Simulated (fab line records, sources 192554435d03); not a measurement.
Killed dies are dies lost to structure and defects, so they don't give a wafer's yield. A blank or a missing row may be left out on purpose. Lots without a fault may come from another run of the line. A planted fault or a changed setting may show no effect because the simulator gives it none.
Split-lot experiment | flow n5_finfet | 7 lots, 39 wafers read, on a route of 1938 steps

THE SPLIT
At N5_BEOL_M7_DESCUM_33 (chemistry O2, time 7 s), the setting time_s was moved away from the recipe's 7 s on 15 of the 39 wafers read, by -25.3% to +41.2%. The other wafers ran this setting at the recipe's value.

FROM THE SPLIT TO THE READING: what the file shows between them, 1 step
- N5_BEOL_M7_ETCH_72: etches underlayer in N2/H2, target depth 6.5 nm, time 5.2 s

THE READING
CAR-EUV_of_BEOL_M7_COAT_22.thk_nm (the simulator's own value, which no gauge read), in nm, at N5_BEOL_M7_ETCH_65 (etches SiARC in CF4, target depth 15.6 nm, time 26 s). The file gives no usual value for it. The 24 wafers here that ran the recipe average 11.1 nm, standard deviation 0.11 nm.

wafer  | tool, chamber at the split | time_s as run, s | against the recipe | CAR-EUV_of_BEOL_M7_COAT_22.thk_nm, nm | against lot-mates on the recipe
L076.1 | rie_diel-04, 3,1,0         | 7                | recipe             | 11                                    | -
L076.5 | rie_diel-04, 3,1,0         | 7                | recipe             | 11                                    | -
L076.6 | rie_diel-04, 3,1,0         | 7                | recipe             | 11.2                                  | -
L078.1 | rie_diel-05, 2,1           | 5.368            | -23.3%             | 11.8                                  | +0.8
L078.3 | rie_diel-05, 2,1           | 5.368            | -23.3%             | 11.8                                  | +0.8
L078.6 | rie_diel-05, 0             | 5.368            | -23.3%             | 11.8                                  | +0.8
L078.2 | rie_diel-05, 3,0           | 7                | recipe             | 11                                    | -
L078.4 | rie_diel-05, 3,0           | 7                | recipe             | 11                                    | -
L078.5 | rie_diel-05, 3             | 7                | recipe             | 11                                    | -
L083.1 | rie_diel-04, 1             | 7                | recipe             | 11                                    | -
L083.2 | rie_diel-04, 0             | 7                | recipe             | 11.2                                  | -
L083.3 | rie_diel-04, 3,2,1         | 8.074            | +15.3%             | 10.6                                  | -0.6
L083.4 | rie_diel-04, 3,2,1         | 8.074            | +15.3%             | 10.6                                  | -0.6
L083.6 | rie_diel-04, 3,2,1         | 8.074            | +15.3%             | 10.6                                  | -0.6
L083.5 | rie_diel-04, 0             | 7                | recipe             | 11.4                                  | -
L086.1 | rie_diel-03, 0,2,3         | 7                | recipe             | 11.2                                  | -
L086.3 | rie_diel-03, 0,2,3         | 7                | recipe             | 11.2                                  | -
L086.4 | rie_diel-03, 0,2,3         | 7                | recipe             | 11.2                                  | -
L086.2 | rie_diel-03, 1,0,1         | 8.974            | +28.2%             | 10.2                                  | -1.0
L086.5 | rie_diel-03, 1,0,1         | 8.974            | +28.2%             | 10.2                                  | -1.0
L086.6 | rie_diel-03, 1,0,1         | 8.974            | +28.2%             | 10.2                                  | -1.0
L090.1 | rie_diel-05, 1,2,0,3,0     | 7                | recipe             | 11.2                                  | -
L090.2 | rie_diel-05, 1,2,0,3,0     | 7                | recipe             | 11.2                                  | -
L090.3 | rie_diel-05, 1,2,0,3,0     | 7                | recipe             | 11.2                                  | -
L090.4 | rie_diel-05, 1,2,0,3,0     | 7                | recipe             | 11.2                                  | -
L090.5 | rie_diel-05, 1             | 7                | recipe             | 11.2                                  | -
L090.6 | rie_diel-05, 1,2,0,3,0     | 7                | recipe             | 11.2                                  | -
L091.1 | rie_diel-04, 3,0           | 7                | recipe             | 11                                    | -
L091.2 | rie_diel-04, 1             | 7                | recipe             | 11                                    | -
L091.3 | rie_diel-04, 3,0           | 7                | recipe             | 11.2                                  | -
L091.4 | rie_diel-04, 0,3           | 9.885            | +41.2%             | 9.6                                   | -1.5
L091.5 | rie_diel-04, 1             | 9.885            | +41.2%             | 9.6                                   | -1.5
L091.6 | rie_diel-04, 0,3           | 9.885            | +41.2%             | 9.6                                   | -1.5
L095.1 | rie_diel-03, 1,0,3         | 5.226            | -25.3%             | 12                                    | +0.9
L095.2 | rie_diel-03, 1,0,3         | 5.226            | -25.3%             | 12                                    | +0.9
L095.3 | rie_diel-03, 1,0,3         | 5.226            | -25.3%             | 12                                    | +0.9
L095.4 | rie_diel-03, 0,3,1         | 7                | recipe             | 11                                    | -
L095.5 | rie_diel-03, 0,3,1         | 7                | recipe             | 11                                    | -
L095.6 | rie_diel-03, 0,3,1         | 7                | recipe             | 11.2                                  | -
Where a row lists several chambers, the file gives one row for several wafers and doesn't say which wafer went through which chamber.

THE FIT
A straight line over all 39 wafers: CAR-EUV_of_BEOL_M7_COAT_22.thk_nm changes by -0.0343 nm for each +1% of time_s; r = -0.99; the points scatter about the line by 0.1 nm.
The same after taking each lot's own level away (the mean of its wafers on the recipe; 39 wafers): -0.0358 nm for each +1%; r = -0.99; scatter 0.068 nm.
On that fit, the largest move of time_s shifts the reading by 1.5 nm.
The lots' own levels span 11.00 to 11.20 nm, that is 1.8 times the standard deviation above.
So the lot-to-lot level changes the slope little: the two slopes agree.
Check: with one of the wafers moved furthest among these (+41.2%) left out of the fit, the line predicts -1.48 nm for it against its lot-mates. It came out at -1.47 nm against them.

OTHER SPLITS ON THESE WAFERS
These wafers also went through other splits before the reading. Each is held against what the fit with the lots' levels taken away leaves over:
other split on the same wafers        | wafers away from the commonest value | r with CAR-EUV_of_BEOL_M7_COAT_22.thk_nm (lot level and that fit taken away)
N5_FIN_SAQP_HM_DEP_03 time_s          | 15                                   | -0.11
N5_DUMMY_GATE_ETCH_31 target_depth_a  | 18                                   | -0.09
N5_HKMG_FIN_ETCH_67 target_depth_a    | 9                                    | -0.13
N5_MOL_CONTACT_COAG_ALD_20 ald_cycles | 6                                    | +0.01
N5_BEOL_M3_VIA_ETCH_34 time_s         | 15                                   | +0.07
N5_BEOL_M5_DEP_56 target_thk_a        | 9                                    | -0.04

THE WHOLE CHAIN: every reading that the file lists as answering this split, in the file's order
step                 | what it does                                         | reading                                                                            | change (the file's fit)                | r (the file's)
N5_BEOL_M7_DESCUM_33 | chemistry O2, time 7 s                               | CAR-EUV_of_BEOL_M7_COAT_22.thk_nm (the simulator's own value, which no gauge read) | -0.0349 nm for each +1% of the setting | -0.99
N5_BEOL_M7_ETCH_65   | etches SiARC in CF4, target depth 15.6 nm, time 26 s | CAR-EUV_of_BEOL_M7_COAT_22.thk_nm (the simulator's own value, which no gauge read) | -0.0358 nm for each +1% of the setting | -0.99

THE FILE'S OWN FIT
CAR-EUV_of_BEOL_M7_COAT_22.thk_nm changes by -0.0358 nm for each +1% of time_s, r = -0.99.
